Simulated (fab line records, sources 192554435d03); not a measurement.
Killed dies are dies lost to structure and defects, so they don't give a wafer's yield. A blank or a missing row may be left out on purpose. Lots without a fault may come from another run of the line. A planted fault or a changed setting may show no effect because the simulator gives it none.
fab line records | flow n5_finfet
record lots=7 wafers=21
route steps=1938 shown BEOL_M5@1142 BEOL_M6@1212 BEOL_M7@1267 BEOL_M8@1338 BEOL_M10@1494
start_h: hours from the record's first day to the start of the lot's first wafer shown | wait_h: hours since the lot's step before | " the same as in the row above | L1.1+2: a row that stands for several wafers | - no value, or no start given | * or withheld: withheld | < > ~ a bound
route shown NAME@n: a module of which the file shows steps, and the number in the route of the first | usual: mean/standard deviation of fault-free wafers | same: alike in all rows | chamber/n: place in a boat | sites: the reading at each site | _std_site: their standard deviation | _edge_site: outer sites' mean less inner sites' | radius_mm: how far each site lies from the wafer's centre | mask NAME#n: copy n | behind: the tool/chamber that last shaped the wafer | hold: why the lot was held/for how many hours/how that ended | device: the transistor (n, p or np) that didn't switch | end of line: the same wafers' tests at the end of the route | a step without rows: its recipe alone | killed: dies lost to structure and defects at the first sort, not the wafer's yield | map: a wafer's dies, x killed, . not, _ none there
set.NAME: the setting as run; set.NAME@STEP: as run at that earlier step | model.NAME: the simulator's own value behind a step, which no gauge read
lots whose settings were changed on purpose; a table a step, a row a wafer
## steps
# step N5_BEOL_M5_COAT_22
# recipe resist=CAR-EUV spin_rpm=1500 resist_thk_nm=30
# columns lot.wafer tool chamber start_h wait_h set.spin_rpm model.CAR-EUV_of_BEOL_M5_COAT_22.thk_nm
L077.1+3 litho_track-04 0 - - 1597 29.2
L077.5 " 0 " " 1500 30.2
L079.1 litho_track-02 0 - - 1500 30.2
L079.2+4 " 0 " " 1500 30
L083.4+5 litho_track-01 0 - - 1500 30
L083.6 " 0 " " 1549 29.6
L084.2+5 litho_track-04 0 - - 1500 29.8
L084.3 " 0 " " 1500 30
L086.2+4+5 litho_track-02 0 - - 1500 30
L087.1 litho_track-04 0 - - 1352 31.6
L087.3 " 0 " " 1352 31.8
L087.6 " 0 " " 1500 30
L094.1+2+6 litho_track-01 0 - - 1500 30
# step N5_BEOL_M5_EBR_24
# recipe solvent=PGMEA ebr_width_mm=1.5
# step N5_BEOL_M5_SOFTBAKE_23
# recipe temp_c=110 time_s=60 resist=CAR-EUV
# step N5_BEOL_M5_EXPOSE_25
# recipe mask_id=V4 na=0.33 source_shape=quasar sigma_inner=0.2 sigma_outer=0.6 polarization=unpolarized defocus_nm=10 dose_mj=52.75
# step N5_BEOL_M5_PEB_26
# recipe peb_temp_c=100 peb_time_s=60 resist=CAR-EUV
# step N5_BEOL_M5_DEVELOP_27
# recipe develop_time_s=30 developer=TMAH resist=CAR-EUV rinse_liquid=surfactant_rinse dry=air_spin dev_temp_c=23
# columns lot.wafer tool chamber start_h wait_h set.spin_rpm@BEOL_M5_COAT_22 model.CAR-EUV_of_BEOL_M5_COAT_22.thk_nm
L077.1+3 litho_track-04 0 - - 1597 28.8
L077.5 " 0 " " 1500 29.6
L079.1 litho_track-02 0 - - 1500 29.8
L079.2+4 " 0 " " 1500 29.6
L083.4+5 litho_track-04 0 - - 1500 29.6
L083.6 " 0 " " 1549 29.2
L084.2+5 litho_track-02 0 - - 1500 29.4
L084.3 " 0 " " 1500 29.6
L086.2+4+5 litho_track-02 0 - - 1500 29.6
L087.1+3 litho_track-01 0 - - 1352 31.2
L087.6 " 0 " " 1500 29.6
L094.1+6 litho_track-04 0 - - 1500 29.6
L094.2 " 0 " " 1500 29.4
# step N5_BEOL_M5_DESCUM_33
# recipe chemistry=O2 time_s=7 source_power_w=50 bias_power_w=20 pressure_mtorr=20 rf_frequency_hz=2.712e+07 temp_c=40 resist=CAR-EUV o2_flow_sccm=225
# columns lot.wafer tool chamber start_h wait_h set.spin_rpm@BEOL_M5_COAT_22 model.CAR-EUV_of_BEOL_M5_COAT_22.thk_nm
L077.1+3 rie_diel-02 1 190.29 0.0 1597 25.2
L077.5 " 1 " " 1500 26.2
L079.1+2+4 rie_diel-01 0,1,3 200.68 0.0 1500 26.2
L083.4+5 rie_diel-02 2,3 226.47 0.2 1500 26
L083.6 " 2 " " 1549 25.6
L084.2+3+5 rie_diel-05 0,1,0 236.95 0.2 1500 26
L086.2+4+5 rie_diel-02 1,0,3 246.96 0.0 1500 26
L087.1+3 rie_diel-01 3,2 251.02 0.1 1352 27.8
L087.6 " 2 " " 1500 26
L094.1+6 rie_diel-02 1,0 297.64 0.0 1500 26.2
L094.2 " 3 " " 1500 26
# step N5_BEOL_M5_ETCH_75
# recipe chemistry=N2/H2 target=underlayer target_depth_a=65 mask_material=CAR-EUV time_s=5.2 ion_energy_ev=200 pressure_mtorr=30 source_w=840 bias_w=150 n2_flow_sccm=200 h2_flow_sccm=200 ends=cleared
# step N5_BEOL_M5_ETCH_67
# recipe chemistry=CF4 target=SiARC target_depth_a=156 mask_material=CAR-EUV time_s=26 ion_energy_ev=80 pressure_mtorr=40 source_w=545 bias_w=36 Ar_flow_sccm=100 cf4_flow_sccm=100 ends=cleared
# columns lot.wafer tool chamber start_h wait_h set.spin_rpm@BEOL_M5_COAT_66 set.spin_rpm@BEOL_M5_COAT_22 model.etch.depth_nm model.CAR-EUV_of_BEOL_M5_COAT_22.thk_nm
L077.1 rie_diel-02 1 190.36 0.0 1442 1597 12.24 10
L077.3 " 1 " " 1442 1597 12.23 10
L077.5 " 1 " " 1500 1500 11.95 11.2
L079.1 rie_diel-01 0 200.73 0.0 1412 1500 12.35 11
L079.2 " 1 " " 1500 1500 11.98 11.2
L079.4 " 3 " " 1412 1500 12.36 11
L083.4 rie_diel-02 2 226.53 0.0 1397 1500 12.44 10.8
L083.5 " 3 " " 1500 1500 11.95 11.2
L083.6 " 2 " " 1500 1549 11.98 10.6
L084.2 rie_diel-05 0 237.01 0.0 1500 1500 12.01 11.2
L084.3 " 1 " " 1500 1500 12.01 11
L084.5 " 0 " " 1500 1500 11.93 11.2
L086.2 rie_diel-02 1 247.01 0.0 1630 1500 11.55 11.4
L086.4 " 0 " " 1500 1500 12.05 11
L086.5 " 3 " " 1630 1500 11.54 11.4
L087.1 rie_diel-01 3 251.07 0.0 1500 1352 12.03 12.8
L087.3 " 2 " " 1340 1352 12.69 12.4
L087.6 " 2 " " 1340 1500 12.73 10.6
L094.1+6 rie_diel-02 1,0 297.69 0.0 1500 1500 12.04 11
L094.2 " 3 " " 1500 1500 12.03 11
# step N5_BEOL_M5_ETCH_68
# recipe chemistry=N2/H2 target=SOC target_depth_a=800 overetch_a=160 mask_material=SiARC temp_c=40 time_s=120 ion_energy_ev=200 pressure_mtorr=30 source_w=840 bias_w=150 n2_flow_sccm=200 h2_flow_sccm=200
# columns lot.wafer tool chamber start_h wait_h set.spin_rpm@BEOL_M5_COAT_66 model.SiARC_of_BEOL_M5_COAT_66.thk_nm
L077.1+3 rie_diel-02 1 190.41 0.0 1442 7
L077.5 " 1 " " 1500 6.6
L079.1 rie_diel-01 0 200.76 0.0 1412 6.6
L079.2 " 1 " " 1500 6.2
L079.4 " 3 " " 1412 7
L083.4 rie_diel-02 2 226.55 0.0 1397 6.8
L083.5+6 " 3,2 " " 1500 6.2
L084.2 rie_diel-05 0 237.03 0.0 1500 6.4
L084.3+5 " 1,0 " " 1500 6.2
L086.2 rie_diel-02 1 247.04 0.0 1630 6.2
L086.4 " 0 " " 1500 6.8
L086.5 " 3 " " 1630 6
L087.1 rie_diel-01 3 251.10 0.0 1500 6.6
L087.3+6 " 2 " " 1340 7
L094.1 rie_diel-02 1 297.72 0.0 1500 6.6
L094.2 " 3 " " 1500 6.4
L094.6 " 0 " " 1500 6.8
# step N5_BEOL_M6_ETCH_62
# recipe chemistry=N2/H2 target=SOC target_depth_a=1100 overetch_a=220 mask_material=SiARC temp_c=40 time_s=165 ion_energy_ev=200 pressure_mtorr=30 source_w=840 bias_w=150 n2_flow_sccm=200 h2_flow_sccm=200
# columns lot.wafer tool chamber start_h wait_h set.time_s model.SiARC_of_BEOL_M6_COAT_60.thk_nm
L077.1 rie_diel-06 0 202.23 0.0 165 28.8
L077.3 " 1 " " 165 28.4
L077.5 " 1 " " 165 28.6
L079.1 rie_diel-06 0 211.46 0.0 134.1 30
L079.2 " 3 " " 165 28.4
L079.4 " 2 " " 134.1 29.8
L083.4+5 rie_diel-04 3,1 236.90 0.0 165 28.4
L083.6 " 2 " " 165 28.2
L084.2+3 rie_diel-06 2,0 255.65 0.0 144.1 29.4
L084.5 " 2 " " 165 28.6
L086.2 rie_diel-04 2 255.76 0.0 149.1 28.8
L086.4+5 " 1,3 " " 165 28.4
L087.1 rie_diel-06 1 262.21 0.0 165 28.6
L087.3+6 " 0 " " 165 28.8
L094.1+2+6 rie_diel-03 0,3,0 308.32 0.0 165 28.2
# step N5_BEOL_M6_COAT_22
# recipe resist=CAR-EUV spin_rpm=1500 resist_thk_nm=30
# columns lot.wafer tool chamber start_h wait_h set.spin_rpm model.CAR-EUV_of_BEOL_M6_COAT_22.thk_nm
L077.1+3+5 litho_track-04 0 - - 1500 30
L079.1 litho_track-05 0 - - 1500 29.8
L079.2+4 " 0 " " 1647 28.6
L083.4 litho_track-05 0 - - 1443 30.6
L083.5+6 " 0 " " 1500 29.8
L084.2+3+5 litho_track-03 0 - - 1500 30
L086.2+4+5 litho_track-04 0 - - 1648 28.6
L087.1+3+6 litho_track-03 0 - - 1500 30
L094.1+2+6 litho_track-03 0 - - 1500 30
# step N5_BEOL_M6_DEP_56
# recipe material=SiCN target_thk_a=100 temp_c=withheld precursor=3MS/NH3 pressure_torr=3 rf_w=202 time_s=17.5
# columns lot.wafer tool chamber start_h wait_h set.time_s model.SiCN_of_BEOL_M6_DEP_56.thk_nm
L077.1 pecvd-04 1 211.21 0.0 17.5 9.8
L077.3 " 1 " " 15.62 9
L077.5 " 0 " " 17.5 10
L079.1 pecvd-03 2 215.08 0.0 17.5 10.2
L079.2 " 0 " " 17.5 9.8
L079.4 " 1 " " 17.5 10.4
L083.4+5 pecvd-04 0,1 240.66 0.0 17.5 10.2
L083.6 " 0 " " 15.62 9.2
L084.2 pecvd-03 2 261.53 0.0 17.5 9.8
L084.3 " 0 " " 15.33 8.4
L084.5 " 0 " " 15.33 8.6
L086.2+5 pecvd-04 1 262.08 0.0 17.5 9.8
L086.4 " 2 " " 20.02 11.4
L087.1+6 pecvd-03 2,0 268.12 0.0 19.31 11
L087.3 " 0 " " 17.5 10
L094.1+2+6 pecvd-04 1,0,0 312.85 0.0 17.5 9.8
# step N5_BEOL_M7_HM_DEP_02
# recipe material=TiN target_thk_a=200 temp_c=25 chamber_pressure_pa=0.49996
# columns lot.wafer tool chamber start_h wait_h set.target_thk_a model.TiN_of_BEOL_M7_HM_DEP_02.thk_nm
L077.1 pvd_sputter-03 - 212.84 0.4 209.9 21
L077.3 " - " " 209.9 20.8
L077.5 " - " " 200 20
L079.1 pvd_sputter-02 - 216.18 0.2 200 20
L079.2 " - " " 221.7 21.6
L079.4 " - " " 200 19.6
L083.4 pvd_sputter-02 - 241.93 0.5 200 20.2
L083.5 " - " " 200 20
L083.6 " - " " 200 19.6
L084.2 pvd_sputter-03 - 263.86 1.6 200 20.2
L084.3 " - " " 200 20
L084.5 " - " " 200 19.8
L086.2+4 pvd_sputter-03 - 264.06 0.7 200 19.8
L086.5 " - " " 200 20
L087.1+6 pvd_sputter-02 - 269.41 0.0 200 20.2
L087.3 " - " " 200 20
L094.1 pvd_sputter-03 - 314.16 0.5 200 20.2
L094.2 " - " " 200 20
L094.6 " - " " 200 20.4
# step N5_BEOL_M7_COAT_59
# recipe resist=SOC temp_c=250 time_s=60 spin_rpm=1500 resist_thk_nm=100
# step N5_BEOL_M7_COAT_60
# recipe resist=SiARC temp_c=220 time_s=60 spin_rpm=1500 resist_thk_nm=35
# step N5_BEOL_M7_STRIP_68
# recipe chemistry=N2/H2 temp_c=40 n2_flow_sccm=200 h2_flow_sccm=200 rf_frequency_hz=6e+07
# step N5_BEOL_M7_STRIP_67
# recipe chemistry=CF4 resist=SiARC power_w=300 bias_power_w=75 pressure_mtorr=50 cf4_flow_sccm=150 rf_frequency_hz=6e+07
# step N5_BEOL_M7_HM_OPEN_17
# recipe chemistry=Cl2/BCl3 target_depth_a=200 overetch_a=60 target=TiN mask_material=SOC ion_energy_ev=150 pressure_mtorr=10 icp_w=1000 bias_w=126 Cl2_flow_sccm=53.25 bcl3_flow_sccm=21.75 Ar_flow_sccm=25
# columns lot.wafer tool chamber start_h wait_h set.target_thk_a@BEOL_M7_HM_DEP_02 model.etch.depth_nm
L077.1 rie_metal-01 0 213.72 0.0 209.9 20.99
L077.3 " 1 " " 209.9 20.9
L077.5 " 0 " " 200 19.93
L079.1 rie_metal-03 0 217.19 0.0 200 19.95
L079.2 " 1 " " 221.7 21.6
L079.4 " 0 " " 200 19.63
L083.4 rie_metal-03 1 242.70 0.1 200 20.1
L083.5 " 1 " " 200 20.04
L083.6 " 0 " " 200 19.65
L084.2 rie_metal-01 1 264.73 0.0 200 20.2
L084.3 " 0 " " 200 20.01
L084.5 " 0 " " 200 19.87
L086.2+4 rie_metal-03 1 264.93 0.0 200 19.87
L086.5 " 1 " " 200 20
L087.1 rie_metal-01 0 270.42 0.0 200 20.21
L087.3 " 1 " " 200 19.95
L087.6 " 1 " " 200 20.27
L094.1 rie_metal-02 1 315.02 0.0 200 20.17
L094.2 " 1 " " 200 20.04
L094.6 " 1 " " 200 20.31
# step N5_BEOL_M7_DEP_56
# recipe material=SiCN target_thk_a=100 temp_c=withheld precursor=3MS/NH3 pressure_torr=3 rf_w=202 time_s=17.5
# columns lot.wafer tool chamber start_h wait_h set.time_s model.SiCN_of_BEOL_M7_DEP_56.thk_nm
L077.1 pecvd-04 1 217.43 0.0 19.02 10.4
L077.3 " 1 " " 17.5 9.8
L077.5 " 1 " " 17.5 9.6
L079.1+2+4 pecvd-01 1,2,2 223.76 0.0 17.5 9.8
L083.4 pecvd-04 1 247.04 0.0 17.5 9.6
L083.5 " 2 " " 19.39 11.2
L083.6 " 0 " " 19.39 11
L086.2 pecvd-01 2 269.52 0.0 17.5 9.4
L086.4 " 2 " " 17.5 9.8
L086.5 " 1 " " 18.38 10.2
L084.2+3 pecvd-03 1,2 269.73 0.0 17.5 10
L084.5 " 0 " " 17.5 10.2
L087.1 pecvd-04 0 275.27 0.0 17.5 9.8
L087.3 " 1 " " 17.5 9.6
L087.6 " 2 " " 17.5 10.2
L094.1 pecvd-04 1 319.95 0.0 17.5 9.6
L094.2 " 2 " " 17.5 10.2
L094.6 " 1 " " 17.5 9.8
# step N5_BEOL_M8_COAT_60
# recipe resist=SiARC temp_c=220 time_s=60 spin_rpm=1500 resist_thk_nm=35
# columns lot.wafer tool chamber start_h wait_h set.spin_rpm model.SiARC_of_BEOL_M8_COAT_60.thk_nm
L077.1+3+5 litho_track-04 0 - - 1500 35
L079.1 litho_track-03 0 - - 1417 35.8
L079.2 " 0 " " 1417 36
L079.4 " 0 " " 1500 34.8
L083.4+6 litho_track-02 0 - - 1500 35
L083.5 " 0 " " 1500 35.2
L086.2 litho_track-04 0 - - 1618 33.6
L086.4 " 0 " " 1618 33.8
L086.5 " 0 " " 1500 35
L084.2+3 litho_track-02 0 - - 1634 33.6
L084.5 " 0 " " 1500 35
L087.1+3+6 litho_track-04 0 - - 1500 35
L094.1+2 litho_track-03 0 - - 1500 34.8
L094.6 " 0 " " 1500 35
# step N5_BEOL_M8_COAT_05
# recipe resist=CAR-ArF spin_rpm=1500 resist_thk_nm=90
# step N5_BEOL_M8_EBR_07
# recipe solvent=PGMEA ebr_width_mm=1.5
# step N5_BEOL_M8_DESCUM_16
# recipe chemistry=O2 time_s=7.9 source_power_w=50 bias_power_w=20 pressure_mtorr=20 rf_frequency_hz=2.712e+07 temp_c=40 resist=CAR-ArF o2_flow_sccm=225
# step N5_BEOL_M8_ETCH_61
# recipe chemistry=CF4 target=SiARC target_depth_a=455 mask_material=CAR-ArF time_s=75.8 ion_energy_ev=80 pressure_mtorr=40 source_w=545 bias_w=36 Ar_flow_sccm=100 cf4_flow_sccm=100 ends=cleared
# columns lot.wafer tool chamber start_h wait_h set.spin_rpm@BEOL_M8_COAT_60 model.etch.depth_nm model.CAR-ArF_of_BEOL_M8_COAT_05.thk_nm
L077.1 rie_diel-06 1 218.99 0.0 1500 35.02 51
L077.3 " 0 " " 1500 34.95 51
L077.5 " 1 " " 1500 34.94 51
L079.1 rie_diel-04 3 227.27 0.0 1417 35.87 50
L079.2 " 0 " " 1417 36 50
L079.4 " 2 " " 1500 34.85 51
L083.4 rie_diel-06 3 248.45 0.0 1500 35.09 51.2
L083.5 " 3 " " 1500 35.1 51.2
L083.6 " 0 " " 1500 35.03 51
L086.2 rie_diel-06 1 273.41 0.0 1618 33.63 52.4
L086.4 " 2 " " 1618 33.76 52
L086.5 " 0 " " 1500 35.08 50.8
L084.2 rie_diel-03 2 273.72 0.0 1634 33.61 52
L084.3 " 3 " " 1634 33.56 52.6
L084.5 " 0 " " 1500 34.99 51.2
L087.1 rie_diel-04 2 279.27 0.0 1500 35.06 51.2
L087.3 " 1 " " 1500 34.94 51.4
L087.6 " 0 " " 1500 34.99 51.2
L094.1 rie_diel-04 2 322.16 0.0 1500 34.83 50.8
L094.2 " 1 " " 1500 34.8 51.2
L094.6 " 1 " " 1500 34.92 50.8
# step N5_BEOL_M8_ETCH_62
# recipe chemistry=N2/H2 target=SOC target_depth_a=1100 overetch_a=220 mask_material=SiARC temp_c=40 time_s=165 ion_energy_ev=200 pressure_mtorr=30 source_w=840 bias_w=150 n2_flow_sccm=200 h2_flow_sccm=200
# columns lot.wafer tool chamber start_h wait_h set.spin_rpm@BEOL_M8_COAT_60 model.SiARC_of_BEOL_M8_COAT_60.thk_nm
L077.1+5 rie_diel-06 1 219.05 0.0 1500 28.4
L077.3 " 0 " " 1500 28.6
L079.1 rie_diel-04 3 227.33 0.0 1417 29.2
L079.2 " 0 " " 1417 29.8
L079.4 " 2 " " 1500 28
L083.4+5 rie_diel-06 3 248.51 0.0 1500 28.4
L083.6 " 0 " " 1500 28.8
L086.2 rie_diel-06 1 273.46 0.0 1618 27
L086.4 " 2 " " 1618 27.4
L086.5 " 0 " " 1500 28.6
L084.2 rie_diel-03 2 273.78 0.0 1634 26.8
L084.3 " 3 " " 1634 27
L084.5 " 0 " " 1500 28.2
L087.1 rie_diel-04 2 279.33 0.0 1500 28.2
L087.3 " 1 " " 1500 28.4
L087.6 " 0 " " 1500 29
L094.1 rie_diel-04 2 322.22 0.0 1500 28
L094.2 " 1 " " 1500 28.2
L094.6 " 1 " " 1500 28.4
# step N5_BEOL_M8_TRENCH_ETCH_37
# recipe chemistry=C4F6/O2 target_depth_a=934.78 target=SiCOH_lowk time_s=31.2 ion_energy_ev=250 pressure_mtorr=30 source_w=345 bias_w=185 Ar_flow_sccm=300 C4F6_flow_sccm=10 O2_flow_sccm=10
# usual rf_vpp_V=666/21
# columns lot.wafer tool chamber start_h wait_h set.bias_w rf_vpp_V
L077.1 rie_diel-03 3 - - 155.6 562
L077.3 " 0 " " 185 700
L077.5 " 1 " " 185 680
L079.1 rie_diel-03 3 - - 185 643
L079.2 " 1 " " 185 680
L079.4 " 2 " " 185 679
L083.4 rie_diel-06 1 - - 185 666
L083.5 " 1 " " 212.8 745
L083.6 " 0 " " 185 635
L086.2 rie_diel-06 1 - - 213.5 745
L086.4 " 0 " " 213.5 708
L086.5 " 0 " " 213.5 710
L084.2 rie_diel-03 0 - - 162.2 630
L084.3 " 3 " " 185 643
L084.5 " 0 " " 162.2 630
L087.1 rie_diel-06 1 - - 206.8 729
L087.3 " 0 " " 185 632
L087.6 " 2 " " 185 638
L094.1 rie_diel-04 2 - - 185 664
L094.2 " 3 " " 185 665
L094.6 " 2 " " 185 665
# step N5_BEOL_M10_COAT_63
# recipe resist=SOC temp_c=250 time_s=60 spin_rpm=1500 resist_thk_nm=100
# columns lot.wafer tool chamber start_h wait_h set.spin_rpm model.SOC_of_BEOL_M10_COAT_63.thk_nm
L077.1+3+5 litho_track-04 0 237.72 0.0 1500 99.8
L079.1 litho_track-04 0 247.04 0.4 1500 99.6
L079.2 " 0 " " 1500 99.8
L079.4 " 0 " " 1500 100
L083.4+6 litho_track-04 0 266.27 1.4 1500 99.4
L083.5 " 0 " " 1500 99.6
L084.2 litho_track-02 0 291.87 1.4 1454 101.6
L084.3 " 0 " " 1500 99.8
L084.5 " 0 " " 1454 101.4
L086.2 litho_track-04 0 291.88 1.5 1500 99.8
L086.4 " 0 " " 1500 99.6
L086.5 " 0 " " 1500 100
L087.1 litho_track-02 0 297.08 2.9 1346 105.4
L087.3 " 0 " " 1346 105.8
L087.6 " 0 " " 1500 100
L094.1 litho_track-04 0 337.12 0.6 1500 99.8
L094.2 " 0 " " 1500 100
L094.6 " 0 " " 1500 99.6
## key
split step=N5_BEOL_M5_COAT_22 setting=spin_rpm stated=1500 by=wafer
response step=N5_BEOL_M5_COAT_22 reading=model.CAR-EUV_of_BEOL_M5_COAT_22.thk_nm change=-0.164 per=1% r=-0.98
response step=N5_BEOL_M5_DEVELOP_27 reading=model.CAR-EUV_of_BEOL_M5_COAT_22.thk_nm change=-0.149 per=1% r=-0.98
response step=N5_BEOL_M5_DESCUM_33 reading=model.CAR-EUV_of_BEOL_M5_COAT_22.thk_nm change=-0.17 per=1% r=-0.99
response step=N5_BEOL_M5_ETCH_67 reading=model.CAR-EUV_of_BEOL_M5_COAT_22.thk_nm change=-0.192 per=1% r=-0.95
split step=N5_BEOL_M6_ETCH_62 setting=time_s stated=165 by=wafer
response step=N5_BEOL_M6_ETCH_62 reading=model.SiARC_of_BEOL_M6_COAT_60.thk_nm change=-0.0697 per=1% r=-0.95
split step=N5_BEOL_M6_COAT_22 setting=spin_rpm stated=1500 by=wafer
response step=N5_BEOL_M6_COAT_22 reading=model.CAR-EUV_of_BEOL_M6_COAT_22.thk_nm change=-0.134 per=1% r=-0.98
split step=N5_BEOL_M6_DEP_56 setting=time_s stated=17.5 by=wafer
response step=N5_BEOL_M6_DEP_56 reading=model.SiCN_of_BEOL_M6_DEP_56.thk_nm change=+0.1 per=1% r=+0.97
split step=N5_BEOL_M7_HM_DEP_02 setting=target_thk_a stated=200 by=wafer
response step=N5_BEOL_M7_HM_DEP_02 reading=model.TiN_of_BEOL_M7_HM_DEP_02.thk_nm change=+0.169 per=1% r=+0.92
response step=N5_BEOL_M7_HM_OPEN_17 reading=model.etch.depth_nm change=+0.173 per=1% r=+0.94
split step=N5_BEOL_M7_DEP_56 setting=time_s stated=17.5 by=wafer
response step=N5_BEOL_M7_DEP_56 reading=model.SiCN_of_BEOL_M7_DEP_56.thk_nm change=+0.116 per=1% r=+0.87
split step=N5_BEOL_M8_COAT_60 setting=spin_rpm stated=1500 by=wafer
response step=N5_BEOL_M8_COAT_60 reading=model.SiARC_of_BEOL_M8_COAT_60.thk_nm change=-0.167 per=1% r=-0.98
response step=N5_BEOL_M8_ETCH_61 reading=model.etch.depth_nm change=-0.171 per=1% r=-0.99
response step=N5_BEOL_M8_ETCH_61 reading=model.CAR-ArF_of_BEOL_M8_COAT_05.thk_nm change=+0.153 per=1% r=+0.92
response step=N5_BEOL_M8_ETCH_62 reading=model.SiARC_of_BEOL_M8_COAT_60.thk_nm change=-0.179 per=1% r=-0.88
split step=N5_BEOL_M8_TRENCH_ETCH_37 setting=bias_w stated=185 by=wafer
response step=N5_BEOL_M8_TRENCH_ETCH_37 reading=rf_vpp_V change=+6.16 per=1% r=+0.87
split step=N5_BEOL_M10_COAT_63 setting=spin_rpm stated=1500 by=wafer
response step=N5_BEOL_M10_COAT_63 reading=model.SOC_of_BEOL_M10_COAT_63.thk_nm change=-0.546 per=1% r=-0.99
split outside_this_file step=N5_BEOL_M5_COAT_66 setting=spin_rpm
# split outside_this_file: this setting was split too, and the file shows its column; the key of that split is in another file
